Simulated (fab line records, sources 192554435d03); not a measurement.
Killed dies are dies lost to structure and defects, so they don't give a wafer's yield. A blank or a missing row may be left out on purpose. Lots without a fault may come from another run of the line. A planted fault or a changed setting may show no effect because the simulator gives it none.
Split-lot experiment | flow n5_finfet | 7 lots, 21 wafers read, on a route of 1938 steps

THE SPLIT
At N5_HKMG_FIN_PEB_10 (peb time 60 s), the setting peb_time_s was moved away from the recipe's 60 s on 10 of the 21 wafers read, by -8.9% to +18.4%. The other wafers ran this setting at the recipe's value.

FROM THE SPLIT TO THE READING: what the file shows between them, 1 step
- N5_HKMG_FIN_DEVELOP_11: develop time 30 s

THE READING
cd_nm, in nm, at N5_HKMG_FIN_CD_MEAS_12 (target cd 92.8 nm). Fault-free wafers of this fab line usually give 91.9 nm, standard deviation 0.71 nm.

wafer  | tool, chamber at the split | peb_time_s as run, s | against the recipe | cd_nm, nm | against lot-mates on the recipe
L083.2 | litho_track-01, 0          | 60                   | recipe             | 91.7      | -
L083.3 | litho_track-01, 0          | 60                   | recipe             | 91.6      | -
L083.4 | litho_track-01, 0          | 70.4                 | +17.3%             | 96.8      | +5.1
L086.2 | litho_track-01, 0          | 60                   | recipe             | 91.0      | -
L086.3 | litho_track-01, 0          | 60                   | recipe             | 90.7      | -
L086.6 | litho_track-01, 0          | 60                   | recipe             | 91.4      | -
L088.2 | litho_track-04, 0          | 60                   | recipe             | 92.9      | -
L088.3 | litho_track-04, 0          | 60                   | recipe             | 93.2      | -
L088.6 | litho_track-04, 0          | 60                   | recipe             | 92.3      | -
L090.4 | litho_track-04, 0          | 66.33                | +10.5%             | 96.4      | +2.8
L090.5 | litho_track-04, 0          | 60                   | recipe             | 93.6      | -
L090.6 | litho_track-04, 0          | 66.33                | +10.5%             | 95.2      | +1.6
L092.2 | litho_track-01, 0          | 71.07                | +18.4%             | 98.0      | +6.4
L092.3 | litho_track-01, 0          | 71.07                | +18.4%             | 97.1      | +5.5
L092.5 | litho_track-01, 0          | 60                   | recipe             | 91.6      | -
L094.1 | litho_track-04, 0          | 60                   | recipe             | 92.7      | -
L094.2 | litho_track-04, 0          | 54.64                | -8.9%              | 89.6      | -3.1
L094.3 | litho_track-04, 0          | 54.64                | -8.9%              | 89.4      | -3.3
L096.3 | litho_track-04, 0          | 70.11                | +16.9%             | 96.5      | no lot-mate on the recipe
L096.4 | litho_track-04, 0          | 70.11                | +16.9%             | 97.1      | no lot-mate on the recipe
L096.5 | litho_track-04, 0          | 70.11                | +16.9%             | 97.3      | no lot-mate on the recipe

THE FIT
A straight line over all 21 wafers: cd_nm changes by +0.294 nm for each +1% of peb_time_s; r = +0.96; the points scatter about the line by 0.77 nm.
The same after taking each lot's own level away (the mean of its wafers on the recipe; 18 wafers): +0.309 nm for each +1%; r = +0.98; scatter 0.51 nm.
On that fit, the largest move of peb_time_s shifts the reading by 5.7 nm.
The lots' own levels span 91.03 to 93.60 nm, that is 3.6 times the standard deviation above.
So the lot-to-lot level changes the slope little: the two slopes agree.
Check: with one of the wafers moved furthest among these (+18.4%) left out of the fit, the line predicts +5.26 nm for it against its lot-mates. It came out at +6.4 nm against them.

OTHER SPLITS ON THESE WAFERS
These wafers also went through other splits before the reading. Each is held against what the fit with the lots' levels taken away leaves over:
other split on the same wafers | wafers away from the commonest value | r with cd_nm (lot level and that fit taken away)
N5_SD_EPI_N_PRECLEAN_49 time_s | 9                                    | -0.30

THE FILE'S OWN FIT
cd_nm changes by +0.302 nm for each +1% of peb_time_s, r = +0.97.
